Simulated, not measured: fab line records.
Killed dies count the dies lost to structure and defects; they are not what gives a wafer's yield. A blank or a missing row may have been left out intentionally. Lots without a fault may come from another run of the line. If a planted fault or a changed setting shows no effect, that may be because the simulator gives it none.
Chamber matching -- flow nand harc -- NHARC_A_M0_PRE_CLEAN_31 on pecvd-03 has 3 sister chambers
The step time 12 s. 3 wafers are shown with their chamber, then 7 later ones without.

== WAFERS, EACH WITH ITS CHAMBER ==
wafer,chamber,heater power w (W)
L086.5,2,722
L092.1,1,590
L092.3,0,519

== WAFERS MISSING THEIR CHAMBER ==
wafer,heater power w (W)
L092.4,650
L091.1,733
L091.2,530
L091.3,566
L094.1,572
L094.2,728
L094.5,591

== WHICH CHAMBER EACH ONE RAN IN ==
wafer,from the rows above,in truth
L092.4,can't be placed: 1 or 2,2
L091.1,2,2
L091.2,can't be placed: 0 or 1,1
L091.3,can't be placed: 1 or 0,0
L094.1,can't be placed: 1 or 0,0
L094.2,2,2
L094.5,1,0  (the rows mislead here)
Correctly placed: 2 of 7. These rows do not allow placing 4 (true chamber among the candidates in 4). Wrongly placed: 1.
How it was worked out, from the rows above alone: a wafer's distance from a chamber is the root of the sum, over the readings, of the square of ((its reading less the chamber's mean) divided by the reading's scatter). If the next closest chamber is less than 2 further off than the closest, the wafer can't be placed; otherwise it belongs to the closest. For every chamber, the mean is computed from those of its wafers that are shown. The scatter (one wafer shown for each chamber): square how far every hidden wafer sits from the nearest shown wafer, average those squares and take the square root.
